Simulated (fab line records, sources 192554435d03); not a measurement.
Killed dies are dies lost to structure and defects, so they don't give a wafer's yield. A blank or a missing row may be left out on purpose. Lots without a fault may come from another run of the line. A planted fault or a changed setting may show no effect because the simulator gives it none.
Chamber matching | flow n5_finfet | N5_BEOL_M6_VIA_ETCH_34 on rie_diel-01: 4 sister chambers
The step etches SiCOH lowk in C4F6/O2, target depth 126.3 nm, time 50.9 s. 4 wafers are shown with their chamber, then 6 later ones without.

WAFERS WITH THEIR CHAMBER
wafer  | chamber | drypump_motor_current_A (A)
L615.6 | 0       | 6.1
L628.1 | 3       | 5.1
L628.2 | 1       | 5.8
L628.3 | 2       | 6.0

WAFERS WITHOUT THEIR CHAMBER
wafer  | drypump_motor_current_A (A)
L631.1 | 5.2
L631.2 | 6.1
L631.5 | 5.8
L634.2 | 5.2
L634.3 | 6.0
L634.6 | 6.0

WHICH CHAMBER EACH WENT THROUGH
wafer  | from the rows above     | in truth
L631.1 | 3                       | 3
L631.2 | can't be placed: 0 or 2 | 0
L631.5 | 1                       | 1
L634.2 | 3                       | 3
L634.3 | can't be placed: 2 or 0 | 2
L634.6 | can't be placed: 2 or 0 | 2
Placed correctly: 3 of 6. Can't be placed from these rows: 3 (the true chamber is among the candidates in 3). Placed wrongly: 0.
How it was worked out, from the rows above alone: a wafer's distance from a chamber is the root of the sum, over the readings, of the square of ((its reading less the chamber's mean) divided by the reading's scatter). The wafer belongs to the nearest chamber; if the next one is less than 2 further off, it can't be placed. A chamber's mean is the mean of its shown wafers. The scatter: with one shown wafer a chamber, the root of the mean of the squares of how far each hidden wafer lies from its nearest shown one.
